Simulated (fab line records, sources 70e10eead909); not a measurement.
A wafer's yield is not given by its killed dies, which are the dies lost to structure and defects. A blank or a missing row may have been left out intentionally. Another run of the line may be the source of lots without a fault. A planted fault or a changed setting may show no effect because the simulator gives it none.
Chamber matching -- flow nand-harc -- rie-diel-12 running NHARC_P_GATE_DESCUM_13: 4 sister chambers
The step chemistry O2, time 3 s. 4 wafers are shown with their chamber, then 11 later ones without.

WAFERS, EACH WITH ITS CHAMBER
wafer,chamber,drypump-motor-current-A (A)
L084.2,3,4.6
L087.6,0,5.0
L090.3,2,5.8
L091.3,1,5.6

WAFERS WITHOUT THEIR CHAMBER
wafer,drypump-motor-current-A (A)
L091.4,5.8
L091.5,4.6
L093.1,5.8
L093.5,5.6
L093.6,5.8
L092.3,5.7
L092.4,4.6
L092.6,5.7
L092.1,5.0
L092.2,5.7
L092.5,4.6

WHICH CHAMBER EACH WENT THROUGH
wafer,from the rows above,in truth
L091.4,2,2
L091.5,3,3
L093.1,2,2
L093.5,1,1
L093.6,2,2
L092.3,can't be placed: 2 or 1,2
L092.4,3,3
L092.6,can't be placed: 2 or 1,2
L092.1,0,0
L092.2,can't be placed: 2 or 1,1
L092.5,3,3
Correctly placed: 8 of 11. From these rows, 3 cannot be placed; in 3 the true chamber is one of the candidates. Placed wrongly: 0.
How it was worked out, from the rows above alone: a wafer's distance from a chamber is the root of the sum, over the readings, of the square of ((its reading less the chamber's mean) divided by the reading's scatter). If the next closest chamber is less than 2 further off than the closest, the wafer can't be placed; otherwise it belongs to the closest. The mean given for a chamber averages the wafers shown for that chamber. The scatter: with one shown wafer a chamber, the root of the mean of the squares of how far each hidden wafer lies from its nearest shown one.
